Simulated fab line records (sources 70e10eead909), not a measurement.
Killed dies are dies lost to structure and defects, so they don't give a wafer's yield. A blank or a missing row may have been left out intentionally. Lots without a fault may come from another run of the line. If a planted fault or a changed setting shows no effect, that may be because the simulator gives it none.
fab line records | flow nand_harc | part 2 of 2: steps 25 to 30 of 30
record lots=5 | wafers=15 | last_day=23
route steps=1159 shown A_ONON_D1@444 A_CHANNEL_HOLE_D1@450
lots that met no fault: from a run of the same line without faults
start_h: hours from the record's first day to the start of the lot's first wafer shown | wait_h: hours elapsed since this lot's preceding step | " identical to the entry in the row above | L1.1+2: a single row standing in for several wafers | - no value present, or no start provided | * or withheld: withheld | < > ~ a bound
route shown NAME@n: NAME is a module with steps in the file, n the number in the route of the first one | usual: mean and standard deviation over wafers with no fault | same: alike in all rows | chamber/n: place in a boat | sites: readings site by site | _std_site: their standard deviation | _edge_site: inner sites' mean taken away from outer sites' mean | radius_mm: for every site, how far away it sits from the centre of the wafer | mask NAME#n: copy n | behind: the tool/chamber that last shaped the wafer | hold: the reason the lot was held/the length of the hold in hours/how it ended | device: transistor that didn't switch, given as n, p or np | end of line: tests of these same wafers at the route's end | step lacking rows: just its recipe | killed: dies lost to structure and defects at the first sort, not the wafer's yield | map: a wafer's dies, x killed, . not, _ none there
set.NAME: setting as actually run; set.NAME@STEP: the setting as run at that earlier step | model.NAME: the simulator's own value behind a step, which no gauge read
certain route steps with their lots: each step a table, each wafer a row
services: from which hour (start_h, from the record's first day; less than 0 if before it) a tool's chamber was out of use, for how many hours, and why
## steps
# step NHARC_A_CHANNEL_HOLE_D1_ETCH_16
# recipe target_depth_a=31000 | over_etch_frac=0.3 | time_s=806 | ion_energy_ev=150 | o2_flow_sccm=400 | cos_flow_sccm=20 | ar_flow_sccm=0 | rf_w=500 | bias_w=300 | chemistry=O2/COS
# usual bias_w=300.0/0.95 | drypump_motor_current_A=5.6/0.6 | mfc_ar_sccm=0.011/0.012 | oes_product_au=1.001/0.0077 | rf_vpp_V=314.6/1.6 | showerhead_plenum_p_Torr=3.15/0.098 | throttle_valve_pct=28.330/0.0093
# same time_s=806
lot.wafer | tool        | chamber | start_h | wait_h | bias_w | drypump_motor_current_A | mfc_ar_sccm | oes_product_au | rf_hours_counter_h | rf_vpp_V | showerhead_plenum_p_Torr | throttle_valve_pct
L079.1    | rie_diel-09 | 2       | -       | -      | 299.1  | 5.4                     | 0           | 1.001          | 8                  | 313.8    | 3.01                     | 28.328
L079.4    | "           | 0       | "       | "      | 302.4  | 5.1                     | 0.024       | 1.013          | 8                  | 315.0    | 3.32                     | 28.325
L079.5    | "           | 1       | "       | "      | 299.9  | 5.8                     | 0.029       | 1.017          | -                  | 312.9    | 3.03                     | 28.329
L081.4    | rie_diel-05 | 3       | -       | -      | 300.7  | 5.4                     | 0.029       | 1.000          | 1                  | 314.9    | 3.18                     | 28.340
L081.3    | "           | 0       | "       | "      | 298.7  | 6.1                     | 0.022       | 1.012          | 3                  | 315.0    | 3.15                     | 28.334
L081.5    | "           | 3       | "       | "      | 300.8  | 5.4                     | 0.029       | 1.000          | -                  | 315.1    | 3.18                     | 28.330
L086.1    | rie_diel-09 | 1       | -       | -      | 300.6  | 5.7                     | 0.029       | 1.005          | 12                 | 312.2    | 3.03                     | 28.339
L086.4    | "           | 3       | "       | "      | 299.9  | 4.7                     | 0           | 1.008          | 13                 | 313.5    | 3.17                     | 28.331
L086.6    | "           | 1       | "       | "      | 300.5  | 5.7                     | 0.029       | 1.007          | -                  | 311.3    | 3.03                     | 28.344
L089.1    | rie_diel-09 | 2       | -       | -      | 300.3  | 5.4                     | 0           | 0.993          | 0                  | 312.0    | 3.01                     | 28.325
L089.4    | "           | 3       | "       | "      | 298.8  | 4.7                     | 0           | 0.978          | 0                  | 313.7    | 3.17                     | 28.343
L089.6    | "           | 2       | "       | "      | 300.7  | 5.4                     | 0           | 1.000          | -                  | 312.4    | 3.01                     | 28.315
L088.3    | rie_diel-05 | 0       | -       | -      | 299.3  | 6.1                     | 0.022       | 1.003          | 6                  | 315.0    | 3.15                     | 28.328
L088.1    | "           | 2       | "       | "      | 300.8  | 5.6                     | 0           | 1.012          | 5                  | 317.0    | 3.27                     | 28.335
L088.6    | "           | 0       | "       | "      | 299.9  | 6.1                     | 0.022       | 1.009          | -                  | 314.1    | 3.15                     | 28.334
# step NHARC_A_CHANNEL_HOLE_D1_CD_MEAS_18
# usual cd_nm=98.7/1.4
lot.wafer | tool      | chamber | start_h | wait_h | cd_nm
L079.1    | cd_sem-01 | -       | 203.65  | -      | 97.1
L079.4    | "         | -       | "       | "      | 96.6
L079.5    | "         | -       | "       | "      | 98.1
L081.3    | cd_sem-03 | -       | 214.17  | -      | 101.8
L081.4    | "         | -       | "       | "      | 99.2
L081.5    | "         | -       | "       | "      | 99.1
L086.1    | cd_sem-02 | -       | 252.47  | -      | 98.5
L086.4    | "         | -       | "       | "      | 96.6
L086.6    | "         | -       | "       | "      | 97.6
L089.1    | cd_sem-01 | -       | 268.92  | -      | 99.1
L089.4    | "         | -       | "       | "      | 100.3
L089.6    | "         | -       | "       | "      | 97.6
L088.1    | cd_sem-01 | -       | 269.50  | -      | 100.1
L088.3    | "         | -       | "       | "      | 98.7
L088.6    | "         | -       | "       | "      | 96.1
# step NHARC_A_CHANNEL_HOLE_D1_ETCH_19
# recipe bias_v=1200 | source_w=2500 | pressure_mtorr=15 | time_s=34.5 | ar_flow_sccm=375 | c4f8_flow_sccm=28.8 | o2_flow_sccm=96.2 | temp_c=-20 | target_depth_a=* | chemistry=C4F8/O2/Ar
# usual drypump_motor_current_A=5.7/0.38 | mfc_ar_sccm=375.0/1.1 | showerhead_plenum_p_Torr=3.66/0.11 | throttle_valve_pct=37.037/0.0081
# same time_s=34.5
lot.wafer | tool        | chamber | start_h | wait_h | drypump_motor_current_A | mfc_ar_sccm | rf_hours_counter_h | showerhead_plenum_p_Torr | throttle_valve_pct
L079.1    | har_etch-02 | 0       | 203.95  | 0.3    | 5.9                     | 374.3       | 110                | 3.60                     | 37.026
L079.4    | "           | 0       | "       | "      | 5.9                     | 374.4       | -                  | 3.60                     | 37.025
L079.5    | "           | 1       | "       | "      | 6.2                     | 375.4       | -                  | 3.59                     | 37.044
L081.4    | har_etch-01 | 0       | 214.27  | 0.1    | 5.6                     | 375.9       | -                  | 3.86                     | 37.038
L081.3    | "           | 1       | "       | "      | 5.2                     | 376.2       | -                  | 3.64                     | 37.051
L081.5    | "           | 0       | "       | "      | 5.7                     | 376.1       | -                  | 3.86                     | 37.037
L086.1    | har_etch-02 | 1       | 252.56  | 0.1    | 6.2                     | 374.3       | 128                | 3.58                     | 37.025
L086.4    | "           | 0       | "       | "      | 5.8                     | 372.4       | -                  | 3.58                     | 37.052
L086.6    | "           | 0       | "       | "      | 5.8                     | 374.9       | -                  | 3.59                     | 37.026
L089.1    | har_etch-01 | 0       | 269.00  | 0.1    | 5.6                     | 375.3       | 233                | 3.85                     | 37.040
L089.4    | "           | 1       | "       | "      | 5.2                     | 373.6       | -                  | 3.63                     | 37.021
L089.6    | "           | 1       | "       | "      | 5.2                     | 374.6       | -                  | 3.63                     | 37.047
L088.1    | har_etch-02 | 0       | 269.58  | 0.1    | 5.9                     | 374.3       | 135                | 3.58                     | 37.023
L088.3    | "           | 0       | "       | "      | 5.9                     | 376.6       | -                  | 3.58                     | 37.044
L088.6    | "           | 0       | "       | "      | 5.9                     | 374.6       | -                  | 3.58                     | 37.031
# step NHARC_A_CHANNEL_HOLE_D1_ETCH_20
# recipe bias_v=3000 | source_w=withheld | pressure_mtorr=20 | time_s=361.9 | ar_flow_sccm=375 | c4f8_flow_sccm=89.3 | o2_flow_sccm=35.7 | temp_c=-20 | target_depth_a=16000 | chemistry=C4F8/O2/Ar
# usual drypump_motor_current_A=5.8/0.38 | mfc_ar_sccm=374.9/1.3 | showerhead_plenum_p_Torr=3.62/0.11 | throttle_valve_pct=32.154/0.0092
# same time_s=361.9
lot.wafer | tool        | chamber | start_h | wait_h | drypump_motor_current_A | mfc_ar_sccm | rf_hours_counter_h | showerhead_plenum_p_Torr | throttle_valve_pct
L079.1    | har_etch-02 | 0       | 204.07  | 0.1    | 5.8                     | 373.6       | 110                | 3.56                     | 32.163
L079.4    | "           | 0       | "       | "      | 5.8                     | 376.0       | -                  | 3.56                     | 32.149
L079.5    | "           | 1       | "       | "      | 6.2                     | 375.3       | -                  | 3.56                     | 32.164
L081.4    | har_etch-01 | 0       | 214.45  | 0.2    | 5.7                     | 376.5       | -                  | 3.81                     | 32.148
L081.3    | "           | 1       | "       | "      | 5.2                     | 372.4       | -                  | 3.60                     | 32.164
L081.5    | "           | 0       | "       | "      | 5.7                     | 373.6       | -                  | 3.82                     | 32.158
L086.1    | har_etch-02 | 1       | 252.70  | 0.1    | 6.2                     | 375.0       | 128                | 3.55                     | 32.154
L086.4    | "           | 0       | "       | "      | 5.8                     | 374.4       | -                  | 3.55                     | 32.137
L086.6    | "           | 0       | "       | "      | 5.9                     | 375.5       | -                  | 3.55                     | 32.158
L089.1    | har_etch-01 | 0       | 269.11  | 0.1    | 5.7                     | 373.1       | 233                | 3.80                     | 32.164
L089.4    | "           | 1       | "       | "      | 5.2                     | 373.8       | -                  | 3.59                     | 32.149
L089.6    | "           | 1       | "       | "      | 5.2                     | 374.1       | -                  | 3.59                     | 32.144
L088.1    | har_etch-02 | 0       | 269.69  | 0.1    | 5.8                     | 377.3       | 135                | 3.54                     | 32.154
L088.3    | "           | 0       | "       | "      | 5.9                     | 375.2       | -                  | 3.54                     | 32.144
L088.6    | "           | 0       | "       | "      | 5.9                     | 377.0       | -                  | 3.55                     | 32.153
# step NHARC_A_CHANNEL_HOLE_D1_ETCH_21
# recipe bias_v=3000 | source_w=withheld | pressure_mtorr=20 | time_s=514.3 | ar_flow_sccm=375 | c4f8_flow_sccm=89.3 | o2_flow_sccm=35.7 | temp_c=-20 | target_depth_a=16000 | chemistry=C4F8/O2/Ar
# usual drypump_motor_current_A=5.8/0.38 | mfc_ar_sccm=375.2/1.1 | showerhead_plenum_p_Torr=3.62/0.11 | throttle_valve_pct=32.155/0.0088
# same time_s=514.3
lot.wafer | tool        | chamber | start_h | wait_h | drypump_motor_current_A | mfc_ar_sccm | rf_hours_counter_h | showerhead_plenum_p_Torr | throttle_valve_pct
L079.1    | har_etch-02 | 0       | 204.38  | 0.3    | 5.8                     | 375.6       | 111                | 3.56                     | 32.159
L079.4    | "           | 0       | "       | "      | 5.8                     | 375.6       | -                  | 3.56                     | 32.162
L079.5    | "           | 1       | "       | "      | 6.2                     | 377.5       | -                  | 3.56                     | 32.156
L081.4    | har_etch-01 | 0       | 214.81  | 0.3    | 5.7                     | 376.1       | -                  | 3.81                     | 32.164
L081.3    | "           | 1       | "       | "      | 5.2                     | 376.4       | -                  | 3.60                     | 32.152
L081.5    | "           | 0       | "       | "      | 5.7                     | 376.7       | -                  | 3.81                     | 32.163
L086.1    | har_etch-02 | 1       | 253.04  | 0.3    | 6.2                     | 376.3       | 128                | 3.55                     | 32.164
L086.4    | "           | 0       | "       | "      | 5.9                     | 375.1       | -                  | 3.55                     | 32.147
L086.6    | "           | 0       | "       | "      | 5.8                     | 376.8       | -                  | 3.55                     | 32.157
L089.1    | har_etch-01 | 0       | 269.42  | 0.3    | 5.6                     | 374.9       | 234                | 3.80                     | 32.154
L089.4    | "           | 1       | "       | "      | 5.2                     | 376.1       | -                  | 3.59                     | 32.150
L089.6    | "           | 1       | "       | "      | 5.2                     | 375.7       | -                  | 3.59                     | 32.159
L088.1    | har_etch-02 | 0       | 270.01  | 0.3    | 5.9                     | 376.6       | 135                | 3.55                     | 32.156
L088.3    | "           | 0       | "       | "      | 5.9                     | 376.5       | -                  | 3.55                     | 32.155
L088.6    | "           | 0       | "       | "      | 5.9                     | 377.0       | -                  | 3.54                     | 32.149
# step NHARC_A_CHANNEL_HOLE_D1_ETCH_22
# recipe bias_v=3000 | source_w=withheld | pressure_mtorr=20 | time_s=666.7 | ar_flow_sccm=375 | c4f8_flow_sccm=89.3 | o2_flow_sccm=35.7 | temp_c=-20 | target_depth_a=16000 | chemistry=C4F8/O2/Ar
# usual drypump_motor_current_A=5.8/0.38 | mfc_ar_sccm=374.8/1 | showerhead_plenum_p_Torr=3.62/0.11 | throttle_valve_pct=32.156/0.0097
# same time_s=666.7
lot.wafer | tool        | chamber | start_h | wait_h | drypump_motor_current_A | mfc_ar_sccm | rf_hours_counter_h | showerhead_plenum_p_Torr | throttle_valve_pct
L079.1    | har_etch-02 | 0       | 204.82  | 0.4    | 5.8                     | 375.3       | 111                | 3.56                     | 32.161
L079.4    | "           | 0       | "       | "      | 5.8                     | 375.6       | -                  | 3.56                     | 32.174
L079.5    | "           | 1       | "       | "      | 6.2                     | 373.3       | -                  | 3.56                     | 32.141
L081.4    | har_etch-01 | 0       | 215.30  | 0.4    | 5.7                     | 374.1       | -                  | 3.81                     | 32.149
L081.3    | "           | 1       | "       | "      | 5.1                     | 376.4       | -                  | 3.60                     | 32.161
L081.5    | "           | 0       | "       | "      | 5.6                     | 374.6       | -                  | 3.81                     | 32.143
L086.1    | har_etch-02 | 1       | 253.51  | 0.4    | 6.2                     | 374.5       | 129                | 3.55                     | 32.165
L086.4    | "           | 0       | "       | "      | 5.9                     | 373.5       | -                  | 3.55                     | 32.155
L086.6    | "           | 0       | "       | "      | 5.9                     | 374.7       | -                  | 3.55                     | 32.151
L089.1    | har_etch-01 | 0       | 269.87  | 0.4    | 5.7                     | 374.4       | 234                | 3.80                     | 32.146
L089.4    | "           | 1       | "       | "      | 5.2                     | 374.0       | -                  | 3.59                     | 32.146
L089.6    | "           | 1       | "       | "      | 5.2                     | 375.3       | -                  | 3.59                     | 32.157
L088.1    | har_etch-02 | 0       | 270.45  | 0.4    | 5.9                     | 375.5       | 136                | 3.54                     | 32.165
L088.3    | "           | 0       | "       | "      | 5.8                     | 376.1       | -                  | 3.54                     | 32.155
L088.6    | "           | 0       | "       | "      | 5.9                     | 375.5       | -                  | 3.54                     | 32.161
## services
tool            | chamber | start_h | hours | kind
rie_diel-05     | 3       | 176.30  | 15.1  | repair
pecvd-01        | 0       | 177.41  | 8.9   | repair
rie_diel-09     | 0       | 184.28  | -     | clean
rie_diel-09     | 1       | 184.28  | -     | clean
rie_diel-09     | 2       | 184.28  | -     | clean
rie_diel-09     | 3       | 184.28  | -     | clean
pecvd-04        | -       | 195.32  | 13.0  | pm
arfi_scanner-01 | -       | 196.00  | 4.0   | pm
pecvd-01        | 1       | 200.39  | 13.5  | repair
rie_diel-09     | 0       | 208.78  | -     | clean
rie_diel-09     | 1       | 208.78  | -     | clean
arfi_scanner-01 | -       | 215.82  | 0.5   | repair
acl_dep-03      | -       | 223.87  | 13.0  | pm
pecvd_onon-04   | -       | 237.01  | 13.0  | pm
pecvd-01        | -       | 237.18  | 13.0  | pm
arfi_scanner-02 | -       | 239.26  | 0.5   | repair
arfi_scanner-02 | -       | 244.24  | 0.7   | repair
rie_diel-09     | -       | 254.22  | 9.0   | pm
rie_diel-05     | 2       | 255.55  | 2.5   | repair
pecvd-03        | 0       | 255.90  | 2.6   | repair
arfi_scanner-02 | -       | 256.00  | 4.0   | pm
pecvd-01        | -       | 257.37  | 2.0   | repair
pecvd-04        | -       | 267.95  | 0.8   | repair
litho_track-01  | -       | 268.00  | 7.0   | pm
